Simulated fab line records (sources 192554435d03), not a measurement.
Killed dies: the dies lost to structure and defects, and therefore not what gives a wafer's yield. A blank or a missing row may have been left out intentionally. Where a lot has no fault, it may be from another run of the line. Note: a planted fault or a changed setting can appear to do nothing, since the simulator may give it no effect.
fab line records	flow n5Finfet
record lots=10	wafers=29	lastDay=20
route steps=1938 shown BEOL_M11@1578 PASSIVATION@1936
lots that met no fault: taken from a fault-free run of the same line
startH: the number of hours between the record's first day and the start of the first shown wafer of the lot	waitH: how many hours have passed since the lot's step before this one	" unchanged from the row above	L1.1+2: several wafers, shown together as one row	- no value, or no start given	* or withheld: withheld	< > ~ a bound
route shown NAME@n: names a module that has steps shown in the file, with the first one's number in the route	usual: mean/standard deviation of fault-free wafers	same: alike in all rows	chamber/n: place in a boat	sites: the reading at each site	_std_site: standard deviation across them	_edge_site: mean of outer sites minus mean of inner sites	radiusMm: how far each site lies from the wafer's centre	mask NAME#n: copy n	behind: the tool/chamber that last shaped the wafer	hold: why the lot was held/for how many hours/how that ended	device: the transistor (n, p or np) that didn't switch	end of line: tests of these same wafers at the route's end	step lacking rows: just its recipe	killed: count of dies lost to structure and defects at first sort (not the wafer's yield)	map: dies across one wafer; x = killed, . = not, _ = none there
set.NAME: the setting the step ran with; set.NAME@STEP: the setting that earlier step ran with	model.NAME: the simulator's own value behind a step, which no gauge read
the route's steps for a sample of lots (tables are steps, rows are wafers)
services: when a tool's chamber went out of use (startH, in hours from the record's first day, below 0 if earlier), for how many hours, and the reason
## steps
# step N5_BEOL_M11_TRENCH_ETCH_37
# recipe chemistry=C4F6/O2	targetDepthA=1488.3	target=SiCOH_lowk	timeS=48	ionEnergyEv=250	pressureMtorr=30	sourceW=345	biasW=185	Ar_flow_sccm=300	C4F6_flow_sccm=10	O2_flow_sccm=10
# usual C4F6_flow_sccm=10.003/0.03	drypumpMotorCurrentA=5.6/0.44	oes_ar_750_au=0.81/0.075	oesProductAu=0.80/0.081	rfVppV=660/14	showerheadPlenumPTorr=2.82/0.083	throttleValvePct=21.04/0.17
lot.wafer	tool	chamber	startH	waitH	C4F6_flow_sccm	drypumpMotorCurrentA	oes_ar_750_au	oesProductAu	rfHoursCounterH	rfVppV	showerheadPlenumPTorr	throttleValvePct
L151.3	rieDiel-05	2	-	-	10.013	5.5	0.74	0.74	167	653	2.75	21.13
L151.4	"	0	"	"	9.987	4.7	0.71	0.69	-	658	2.92	21.11
L151.5	"	1	"	"	9.972	5.9	0.84	0.85	-	661	3.00	21.21
L153.1	rieDiel-05	3	-	-	9.983	5.0	0.83	0.83	68	651	2.78	20.89
L153.3	"	2	"	"	9.973	5.5	0.75	0.74	172	653	2.75	21.15
L153.5	"	2	"	"	9.965	5.5	0.74	0.74	-	653	2.75	21.14
L149.2	rieDiel-05	2	-	-	10.002	5.5	0.74	0.73	173	652	2.75	21.15
L149.3	"	3	"	"	10.034	5.0	0.84	0.82	69	652	2.78	20.91
L149.4	"	0	"	"	9.954	4.7	0.70	0.69	228	659	2.91	21.12
L152.3	rieDiel-04	1	-	-	9.990	5.8	0.81	0.81	94	659	2.76	20.99
L152.4	"	2	"	"	10.061	5.5	0.75	0.74	-	633	2.74	20.86
L152.5	"	1	"	"	10.005	5.8	0.82	0.82	-	661	2.76	20.99
L161.2	rieDiel-04	0	-	-	9.988	5.8	0.91	0.91	16	672	2.79	20.86
L161.4	"	2	"	"	10.018	5.5	0.74	0.73	183	633	2.73	20.90
L160.1	rieDiel-01	3	-	-	10.003	6.3	0.83	0.82	81	658	2.79	21.14
L160.3	"	2	"	"	10.040	5.1	0.80	0.80	92	661	2.86	20.74
L160.6	"	2	"	"	9.951	5.1	0.79	0.80	-	663	2.86	20.75
L167.1	rieDiel-05	0	-	-	10.039	4.7	0.99	1.00	1	658	2.91	20.77
L167.3	"	2	"	"	9.955	5.5	0.72	0.72	202	653	2.74	21.19
L167.6	"	1	"	"	10.011	5.9	0.81	0.81	-	661	2.98	21.27
L170.1	rieDiel-04	2	-	-	10.026	5.5	0.73	0.70	201	634	2.72	20.93
L170.2	"	1	"	"	9.985	5.8	0.77	0.77	136	660	2.74	21.05
L170.3	"	3	"	"	9.966	5.8	0.91	0.90	29	671	2.81	21.14
L171.1	rieDiel-04	2	-	-	9.940	5.5	0.72	0.72	202	633	2.72	20.91
L171.2	"	1	"	"	10.013	5.8	0.78	0.77	137	659	2.74	21.04
L171.4	"	3	"	"	10.035	5.9	0.91	0.91	-	672	2.81	21.17
L172.3	rieDiel-04	1	-	-	10.008	5.8	0.76	0.76	144	659	2.73	21.08
L172.5	"	1	"	"	10.024	5.8	0.77	0.75	-	660	2.73	21.07
L172.6	"	0	"	"	10.003	5.8	0.87	0.86	-	671	2.78	20.88
# step N5_BEOL_M11_ECD_50
# recipe material=Cu	targetThkA=3180
lot.wafer	tool	chamber	startH	waitH
L151.3+4+5	ecdCu-01	1,0,1	270.76	0.1
L153.1+3+5	ecdCu-02	1,0,1	283.51	0.1
L149.2+3+4	ecdCu-01	1,1,0	288.29	0.1
L152.3+4+5	ecdCu-02	1,0,0	292.39	0.1
L161.2+4	ecdCu-01	0,1	344.18	0.1
L160.1+3+6	ecdCu-01	1	354.74	0.1
L167.1+3+6	ecdCu-02	0,1,1	384.90	0.1
L170.1+2+3	ecdCu-01	1,0,0	418.62	0.1
L171.1+2+4	ecdCu-01	1,0,0	419.60	0.1
L172.3+5+6	ecdCu-01	0,0,1	439.54	0.1
# step N5_BEOL_M11_ANNEAL_51
# recipe tempC=225	timeS=90	ambient=N2
# usual wafer_temp_C_max=225.87/0.23
lot.wafer	tool	chamber	startH	waitH	wafer_temp_C_max
L151.3	rtpAnneal-02	0	270.93	0.1	225.48
L151.4	"	0	"	"	225.49
L151.5	"	0	"	"	225.56
L153.1	rtpAnneal-02	0	283.80	0.3	225.51
L153.3	"	0	"	"	225.51
L153.5	"	0	"	"	225.58
L149.2	rtpAnneal-02	0	288.49	0.2	225.95
L149.3	"	0	"	"	225.72
L149.4	"	0	"	"	226.12
L152.3	rtpAnneal-02	0	292.56	0.1	225.71
L152.4	"	0	"	"	225.85
L152.5	"	0	"	"	225.93
L161.2	rtpAnneal-01	0	344.80	0.6	225.96
L161.4	"	0	"	"	225.99
L160.1	rtpAnneal-01	0	355.26	0.5	226.10
L160.3	"	0	"	"	225.71
L160.6	"	0	"	"	225.89
L167.1	rtpAnneal-02	0	385.07	0.1	225.91
L167.3	"	0	"	"	225.77
L167.6	"	0	"	"	225.65
L170.1	rtpAnneal-02	0	418.73	0.1	226.04
L170.2	"	0	"	"	226.13
L170.3	"	0	"	"	226.27
L171.1	rtpAnneal-02	0	419.71	0.1	226.13
L171.2	"	0	"	"	226.00
L171.4	"	0	"	"	226.17
L172.3	rtpAnneal-02	0	439.71	0.1	226.21
L172.5	"	0	"	"	226.03
L172.6	"	0	"	"	225.75
# step N5_BEOL_M11_CMP_52
# recipe stopOn=SiCOH_lowk	tOverpolishS=7	downForcePsi=1	platenRpm=50	clearingPlatenDownForcePsi=1.5	clearingPlatenRpm=50	postCmpClean=cuAlkaline	targetThkNm=140	clearingPlatenPadVelocityMS=0.99484	padVelocityMS=0.99484
# usual motorCurrentA=6.3/0.75	platenRpm=50.00/0.037	timeToEndpointS=66.6/2.9
lot.wafer	tool	chamber	startH	waitH	motorCurrentA	platenRpm	timeToEndpointS
L151.4	cmp-01	3	271.14	0.1	5.5	50.02	64.8
L151.3	"	2	"	"	7.5	49.99	64.9
L151.5	"	0	"	"	7.0	49.97	60.4
L153.1	cmp-01	0	284.14	0.3	6.9	49.97	62.6
L153.3	"	2	"	"	7.3	50.00	67.6
L153.5	"	0	"	"	6.9	50.00	64.2
L149.4	cmp-03	2	288.75	0.1	5.9	50.00	68.6
L149.2	"	3	"	"	6.2	49.93	69.5
L149.3	"	0	"	"	6.1	50.07	64.6
L152.3	cmp-02	2	292.84	0.2	6.1	50.00	66.2
L152.4	"	3	"	"	6.8	49.99	66.9
L152.5	"	0	"	"	7.0	49.97	67.8
L161.2	cmp-02	3	345.05	0.2	7.0	49.99	44.3
L161.4	"	2	"	"	6.5	50.03	69.8
L160.3	cmp-02	1	355.56	0.2	6.0	49.97	63.6
L160.1	"	3	"	"	6.8	49.97	62.5
L160.6	"	2	"	"	6.2	50.02	37.6
L167.1	cmp-01	1	385.37	0.3	5.1	50.00	61.9
L167.3	"	2	"	"	7.4	50.02	65.8
L167.6	"	2	"	"	7.2	49.94	64.1
L170.3	cmp-02	3	419.03	0.2	6.8	50.06	66.7
L170.1	"	0	"	"	7.3	50.00	72.6
L170.2	"	1	"	"	6.1	50.00	66.5
L171.1	cmp-02	1	420.01	0.3	5.9	50.05	64.9
L171.2	"	2	"	"	6.4	50.01	68.6
L171.4	"	3	"	"	7.0	50.01	69.4
L172.3	cmp-01	3	440.03	0.3	5.6	49.99	69.7
L172.5	"	0	"	"	6.6	49.96	66.8
L172.6	"	1	"	"	5.1	49.98	66.0
# step N5_BEOL_M11_DEP_56
# recipe material=SiCN	targetThkA=300	tempC=withheld	precursor=3MS/NH3	pressureTorr=3	rfW=675	timeS=10.5
# usual showerheadPlenumPTorr=4.153/0.019	showerheadVppV=1582/89	throttleValvePct=17.6/1
lot.wafer	tool	chamber	startH	waitH	showerheadPlenumPTorr	showerheadVppV	throttleValvePct
L151.3	pecvd-01	1	271.49	0.0	4.111	1590	17.2
L151.4	"	2	"	"	4.137	1798	17.7
L151.5	"	0	"	"	4.152	1595	19.0
L153.1	pecvd-04	1	284.45	0.0	4.176	1497	17.2
L153.3	"	0	"	"	4.155	1703	19.0
L153.5	"	0	"	"	4.160	1694	19.0
L149.2	pecvd-03	0	289.11	0.0	4.154	1520	19.2
L149.3	"	1	"	"	4.137	1580	17.4
L149.4	"	1	"	"	4.139	1557	17.4
L152.3	pecvd-03	1	293.12	0.0	4.158	1566	17.4
L152.4	"	0	"	"	4.153	1537	19.1
L152.5	"	1	"	"	4.139	1576	17.6
L161.2	pecvd-04	1	345.42	0.0	4.178	1468	17.2
L161.4	"	2	"	"	4.138	1466	17.1
L160.1	pecvd-03	0	355.91	0.0	4.160	1542	19.4
L160.3	"	1	"	"	4.145	1596	17.3
L160.6	"	1	"	"	4.147	1563	17.3
L167.1	pecvd-04	1	385.72	0.0	4.176	1525	17.2
L167.3	"	0	"	"	4.160	1698	16.9
L167.6	"	2	"	"	4.140	1451	17.4
L170.1	pecvd-01	2	419.39	0.0	4.138	1772	18.0
L170.2	"	1	"	"	4.110	1597	17.1
L170.3	"	0	"	"	4.160	1556	19.3
L171.1	pecvd-04	2	420.37	0.0	4.152	1449	17.1
L171.2	"	1	"	"	4.167	1501	17.1
L171.4	"	0	"	"	4.160	1724	17.0
L172.3	pecvd-03	1	440.31	0.0	4.142	1561	17.5
L172.5	"	2	"	"	4.178	1580	16.6
L172.6	"	0	"	"	4.163	1525	19.4
# step N5_PASSIVATION_PROBE_49
# usual defectLimitedYield=91.4/1.2	killed_at_M0_to_M3=35/11	killed_at_M4_up=14/6	killedAtContacts=12/6.7	killedAtFrontEnd=37/9.7	killedAtOther=3.5/2.5	killedDies=102/15	killedOpen=67/12	killedShort=33/7.3	sort_bin_5_function=5.1/0.81	sort_bin_6_memory=3.2/0.65	sortNPass=1078/15	sortYieldPct=91.4/1.2
# same grossDies=1180	killedAtBackSide=0	sort_bin_4_leakage[%]=0	sort_bin_8_speed[%]=0
lot.wafer	tool	chamber	startH	waitH	defectLimitedYield[%]	killed_at_M0_to_M3	killed_at_M4_up	killedAtContacts	killedAtFrontEnd	killedAtOther	killedDies	killedOpen	killedShort	sort_bin_5_function[%]	sort_bin_6_memory[%]	sortNPass	sortYieldPct[%]
L152.3	prober-01	-	353.66	0.1	93.7	9	14	3	44	4	74	52	22	3.4	2.6	1106	93.7
L152.4	prober-01	-	353.71	0.2	91.6	32	15	13	35	4	99	65	31	5.3	3.1	1081	91.6
L152.5	prober-01	-	353.76	0.2	92.7	27	11	10	37	1	86	49	36	4.2	2.9	1094	92.7
# killed by level:class
L152.3 FIN_SAQP:geometricParticle:open=14 STI_FIN_REVEAL:geometricParticle:open=7 BEOL_M4:geometricParticle:open=7 FIN_SAQP:geometricParticle:short=6 STARTING-WAFER:geometricParticle:open=4 ILD0:geometricParticle:open=3 BEOL_M0_SAQP:geometricParticle:open=3 ILD0:geometricParticle:short=2
L152.4 FIN_SAQP:geometricParticle:open=14 BEOL_M3:geometricParticle:open=11 MOL_CONTACT_COAG:geometricParticle:open=9 BEOL_M2:geometricParticle:open=6 GATE_CUT:geometricParticle:short=5 BEOL_M0_SAQP:geometricParticle:short=5 BEOL_M4:geometricParticle:open=5 MOL_CONTACT_COAG:geometricParticle:short=4
L152.5 FIN_SAQP:geometricParticle:short=9 MOL_CONTACT_COAG:geometricParticle:open=9 BEOL_M0_SAQP:geometricParticle:short=8 GATE_CUT:geometricParticle:short=7 BEOL_M2:geometricParticle:open=6 FIN_SAQP:geometricParticle:open=5 STI_FIN_REVEAL:geometricParticle:open=5 ILD0:geometricParticle:short=3
## services
tool	chamber	startH	hours	kind
cmp-01	-	249.49	1.0	repair
rieDiel-01	2	252.91	26.0	repair
rieDiel-01	-	253.32	6.4	repair
pecvd-01	-	266.95	2.8	pm
cmp-03	-	270.53	4.2	repair
pecvd-01	1	278.52	4.2	repair
pecvd-01	2	284.94	19.7	repair
pecvd-04	-	296.71	4.4	repair
rieDiel-01	0	301.70	3.2	repair
cmp-02	-	301.97	3.8	pm
cmp-01	-	316.18	0.9	repair
cmp-01	-	322.86	4.0	pm
cmp-01	-	343.60	5.5	pm
rieDiel-05	3	378.97	14.3	repair
rieDiel-05	0	379.15	1.6	repair
cmp-01	-	382.85	2.2	repair
ecdCu-01	-	383.27	5.5	pm
cmp-02	-	395.86	1.0	repair
cmp-02	-	398.48	3.4	repair
rieDiel-04	0	399.11	26.0	repair
rieDiel-04	2	402.36	8.4	repair
cmp-02	-	402.61	4.0	pm
cmp-01	-	417.91	0.8	repair
rieDiel-05	3	430.73	9.2	repair
## key
firstSign step=N5_BEOL_M11_CMP_52	reading=timeToEndpointS	direction=down	sigmas=9	usual=*	struck=*
effect none on later readings
metAt N5_BEOL_M11_ECD_50
struckLots L160,L161
struckWafers L160.6,L161.2
notActingAt N5_BEOL_M11_TRENCH_ETCH_37,N5_BEOL_M11_ANNEAL_51,N5_BEOL_M11_DEP_56
onsetBetween 288.29 344.18
fault kind=processParameterDrift	tool=ecdCu-01	chamber=-	onsetH=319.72	steps=N5_BEOL_M11_ECD_50	channel=targetThkA	offset=*	shape=step	endH=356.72	scope=struckWafersOnly	actsIn=*	stated=*
